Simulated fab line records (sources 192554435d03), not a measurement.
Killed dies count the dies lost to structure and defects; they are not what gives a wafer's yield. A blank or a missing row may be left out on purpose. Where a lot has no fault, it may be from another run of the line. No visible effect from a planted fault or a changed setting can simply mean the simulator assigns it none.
Lot-split experiment :: flow n5 finfet :: 7 lots, 21 wafers read, on a route of 1938 steps

ON THE SPLIT
At N5_BEOL_M11_EXPOSE_25 (exposes mask V10), the setting dose mj was moved away from the recipe's 85.5 on 7 of the 21 wafers read, by -3.6% to -2.4%. The other wafers ran this setting at the recipe's value.

FROM THE SPLIT TO THE READING: what the file shows between them, 2 steps
- N5_BEOL_M11_PEB_26: peb time 60 s
- N5_BEOL_M11_DEVELOP_27: develop time 30 s

THE READING
Shown in nm: cd nm at N5_BEOL_M11_CD_MEAS_28, with target cd 70 nm. Typical for fault-free wafers on this fab line: 70.3 nm, with standard deviation 0.74 nm.

wafer: L079.2
tool, chamber at the split: arfi scanner-02, 0
dose mj as run: 83.41
against the recipe: -2.4%
cd nm, nm: 68.2
against lot-mates on the recipe: -2.1

wafer: L079.4
tool, chamber at the split: arfi scanner-02, 0
dose mj as run: 83.41
against the recipe: -2.4%
cd nm, nm: 68.3
against lot-mates on the recipe: -2.0

wafer: L079.5
tool, chamber at the split: arfi scanner-02, 0
dose mj as run: 85.5
against the recipe: recipe
cd nm, nm: 70.3
against lot-mates on the recipe: -

wafer: L084.1
tool, chamber at the split: arfi scanner-01, 0
dose mj as run: 85.5
against the recipe: recipe
cd nm, nm: 70.5
against lot-mates on the recipe: -

wafer: L084.4
tool, chamber at the split: arfi scanner-01, 0
dose mj as run: 85.5
against the recipe: recipe
cd nm, nm: 70.7
against lot-mates on the recipe: -

wafer: L084.6
tool, chamber at the split: arfi scanner-01, 0
dose mj as run: 82.81
against the recipe: -3.1%
cd nm, nm: 68.3
against lot-mates on the recipe: -2.3

wafer: L082.2
tool, chamber at the split: arfi scanner-03, 0
dose mj as run: 85.5
against the recipe: recipe
cd nm, nm: 69.7
against lot-mates on the recipe: -

wafer: L082.4
tool, chamber at the split: arfi scanner-03, 0
dose mj as run: 85.5
against the recipe: recipe
cd nm, nm: 70.1
against lot-mates on the recipe: -

wafer: L082.5
tool, chamber at the split: arfi scanner-03, 0
dose mj as run: 85.5
against the recipe: recipe
cd nm, nm: 71.1
against lot-mates on the recipe: -

wafer: L080.1
tool, chamber at the split: arfi scanner-03, 0
dose mj as run: 85.5
against the recipe: recipe
cd nm, nm: 71.4
against lot-mates on the recipe: -

wafer: L080.2
tool, chamber at the split: arfi scanner-03, 0
dose mj as run: 85.5
against the recipe: recipe
cd nm, nm: 72.1
against lot-mates on the recipe: -

wafer: L080.6
tool, chamber at the split: arfi scanner-03, 0
dose mj as run: 85.5
against the recipe: recipe
cd nm, nm: 72.0
against lot-mates on the recipe: -

wafer: L092.1
tool, chamber at the split: arfi scanner-01, 0
dose mj as run: 85.5
against the recipe: recipe
cd nm, nm: 70.3
against lot-mates on the recipe: -

wafer: L092.2
tool, chamber at the split: arfi scanner-01, 0
dose mj as run: 82.81
against the recipe: -3.1%
cd nm, nm: 67.6
against lot-mates on the recipe: -2.7

wafer: L092.5
tool, chamber at the split: arfi scanner-01, 0
dose mj as run: 82.81
against the recipe: -3.1%
cd nm, nm: 68.1
against lot-mates on the recipe: -2.2

wafer: L091.1
tool, chamber at the split: arfi scanner-02, 0
dose mj as run: 85.5
against the recipe: recipe
cd nm, nm: 70.1
against lot-mates on the recipe: -

wafer: L091.3
tool, chamber at the split: arfi scanner-02, 0
dose mj as run: 82.4
against the recipe: -3.6%
cd nm, nm: 68.2
against lot-mates on the recipe: -1.9

wafer: L091.4
tool, chamber at the split: arfi scanner-02, 0
dose mj as run: 82.4
against the recipe: -3.6%
cd nm, nm: 67.4
against lot-mates on the recipe: -2.7

wafer: L097.2
tool, chamber at the split: arfi scanner-01, 0
dose mj as run: 85.5
against the recipe: recipe
cd nm, nm: 69.2
against lot-mates on the recipe: -

wafer: L097.5
tool, chamber at the split: arfi scanner-01, 0
dose mj as run: 85.5
against the recipe: recipe
cd nm, nm: 69.3
against lot-mates on the recipe: -

wafer: L097.6
tool, chamber at the split: arfi scanner-01, 0
dose mj as run: 85.5
against the recipe: recipe
cd nm, nm: 69.6
against lot-mates on the recipe: -

THE FIT
A straight line over all 21 wafers: cd nm changes by +0.78 nm for each +1% of dose mj; r = +0.84; the points scatter about the line by 0.79 nm.
The same after taking each lot's own level away (the mean of its wafers on the recipe; 21 wafers): +0.721 nm for each +1%; r = +0.95; scatter 0.35 nm.
The reading moves by 2.6 nm for the largest change in dose mj, on that fit.
Across the lots, their own levels run from 69.37 to 71.83 nm, a range of 3.3 times the standard deviation given above.
The two slopes are in agreement: the lot-to-lot level therefore moves the slope only a little.
Check: with one of the wafers moved furthest among these (-3.6%) left out of the fit, the line predicts -2.81 nm for it against its lot-mates. Against them it came out at -1.9 nm.

THESE WAFERS: OTHER SPLITS
Note: prior to the reading, these wafers also went through further splits. Each is held against what the fit with the lots' levels taken away leaves over:
other split on the same wafers: N5_BEOL_M10_ETCH_41 source w
wafers away from the commonest value: 6
r with cd nm (lot level and that fit taken away): +0.08

other split on the same wafers: N5_BEOL_M11_COAT_22 spin rpm
wafers away from the commonest value: 6
r with cd nm (lot level and that fit taken away): +0.33

THE FILE'S OWN FIT
cd nm changes by +0.736 nm for each +1% of dose mj, r = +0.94.
